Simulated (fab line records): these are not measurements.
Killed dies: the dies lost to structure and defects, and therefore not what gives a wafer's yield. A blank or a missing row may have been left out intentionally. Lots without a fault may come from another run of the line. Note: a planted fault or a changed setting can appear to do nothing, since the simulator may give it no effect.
Chamber matching || flow n5 finfet || 3 sister chambers for N5_BEOL_M5_ILD_DEP_00 on pecvd-04
The step deposits SiCOH lowk from DEMS/porogen, target thk 140.64 nm, time 25.9 s. 3 wafers are shown with their chamber, then 7 later ones without.

## WAFERS WITH THEIR CHAMBER
{"wafer": "L172.6", "chamber": 1, "showerhead plenum p Torr (Torr)": 5.724}
{"wafer": "L175.3", "chamber": 2, "showerhead plenum p Torr (Torr)": 5.729}
{"wafer": "L175.4", "chamber": 0, "showerhead plenum p Torr (Torr)": 5.767}

## WAFERS MISSING THEIR CHAMBER
{"wafer": "L175.5", "showerhead plenum p Torr (Torr)": 5.721}
{"wafer": "L178.1", "showerhead plenum p Torr (Torr)": 5.731}
{"wafer": "L178.4", "showerhead plenum p Torr (Torr)": 5.743}
{"wafer": "L178.6", "showerhead plenum p Torr (Torr)": 5.748}
{"wafer": "L181.3", "showerhead plenum p Torr (Torr)": 5.764}
{"wafer": "L181.4", "showerhead plenum p Torr (Torr)": 5.750}
{"wafer": "L181.5", "showerhead plenum p Torr (Torr)": 5.726}

## THE CHAMBER EACH PASSED THROUGH
{"wafer": "L175.5", "from the rows above": "can't be placed: 1 or 2", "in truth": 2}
{"wafer": "L178.1", "from the rows above": "can't be placed: 2 or 1", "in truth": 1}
{"wafer": "L178.4", "from the rows above": "can't be placed: 2 or 1 or 0", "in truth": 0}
{"wafer": "L178.6", "from the rows above": "can't be placed: 0 or 2 or 1", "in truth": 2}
{"wafer": "L181.3", "from the rows above": 0, "in truth": 0}
{"wafer": "L181.4", "from the rows above": "can't be placed: 0 or 2 or 1", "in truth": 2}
{"wafer": "L181.5", "from the rows above": "can't be placed: 1 or 2", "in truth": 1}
Correctly placed: 1 of 7. Not placeable from these rows: 6 (in 6, the candidates include the true chamber). 0 placed wrongly.
How it was worked out, from the rows above alone: a wafer's distance from a chamber is the root of the sum, over the readings, of the square of ((its reading less the chamber's mean) divided by the reading's scatter). The wafer belongs to the nearest chamber; if the next one is less than 2 further off, it can't be placed. Each chamber's mean is taken over the wafers shown for it. The scatter: with one shown wafer a chamber, the root of the mean of the squares of how far each hidden wafer lies from its nearest shown one.
